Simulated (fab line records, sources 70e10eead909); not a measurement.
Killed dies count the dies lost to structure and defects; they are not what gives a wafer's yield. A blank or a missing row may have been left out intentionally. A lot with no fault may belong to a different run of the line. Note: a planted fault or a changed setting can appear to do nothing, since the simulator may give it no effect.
Chamber matching || flow nand harc || cmp-01 running NHARC_A_STAIRCASE_CMP_152: 4 sister chambers
The step polishes. 8 wafers are shown with their chamber, then 8 later ones without.

WAFERS WITH THEIR CHAMBER
{"wafer": "L082.1", "chamber": 0, "motor current A (A)": 10.4}
{"wafer": "L082.6", "chamber": 3, "motor current A (A)": 11.4}
{"wafer": "L085.2", "chamber": 3, "motor current A (A)": 11.7}
{"wafer": "L085.5", "chamber": 1, "motor current A (A)": 15.2}
{"wafer": "L090.1", "chamber": 0, "motor current A (A)": 10.0}
{"wafer": "L090.4", "chamber": 2, "motor current A (A)": 11.8}
{"wafer": "L090.5", "chamber": 2, "motor current A (A)": 12.5}
{"wafer": "L094.1", "chamber": 1, "motor current A (A)": 15.3}

WAFERS MISSING THEIR CHAMBER
{"wafer": "L094.4", "motor current A (A)": 10.5}
{"wafer": "L094.5", "motor current A (A)": 11.1}
{"wafer": "L095.1", "motor current A (A)": 14.8}
{"wafer": "L095.3", "motor current A (A)": 9.8}
{"wafer": "L095.4", "motor current A (A)": 12.3}
{"wafer": "L096.1", "motor current A (A)": 10.2}
{"wafer": "L096.3", "motor current A (A)": 15.4}
{"wafer": "L096.6", "motor current A (A)": 15.3}

CHAMBER TAKEN BY EACH
{"wafer": "L094.4", "from the rows above": 0, "in truth": 0}
{"wafer": "L094.5", "from the rows above": "can't be placed: 3 or 0 or 2", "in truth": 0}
{"wafer": "L095.1", "from the rows above": 1, "in truth": 1}
{"wafer": "L095.3", "from the rows above": 0, "in truth": 0}
{"wafer": "L095.4", "from the rows above": "can't be placed: 2 or 3", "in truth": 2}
{"wafer": "L096.1", "from the rows above": 0, "in truth": 0}
{"wafer": "L096.3", "from the rows above": 1, "in truth": 1}
{"wafer": "L096.6", "from the rows above": 1, "in truth": 1}
Correct placement for 6 of the 8. Can't be placed from these rows: 2 (the true chamber is among the candidates in 2). 0 placed wrongly.
How it was worked out, from the rows above alone: a wafer's distance from a chamber is the root of the sum, over the readings, of the square of ((its reading less the chamber's mean) divided by the reading's scatter). The wafer belongs to the nearest chamber; if the next one is less than 2 further off, it can't be placed. Each chamber's mean is taken over the wafers shown for it. The scatter is the square root of a quotient: the sum, over the shown wafers, of each reading's squared deviation from its chamber's mean, divided by wafers minus chambers.
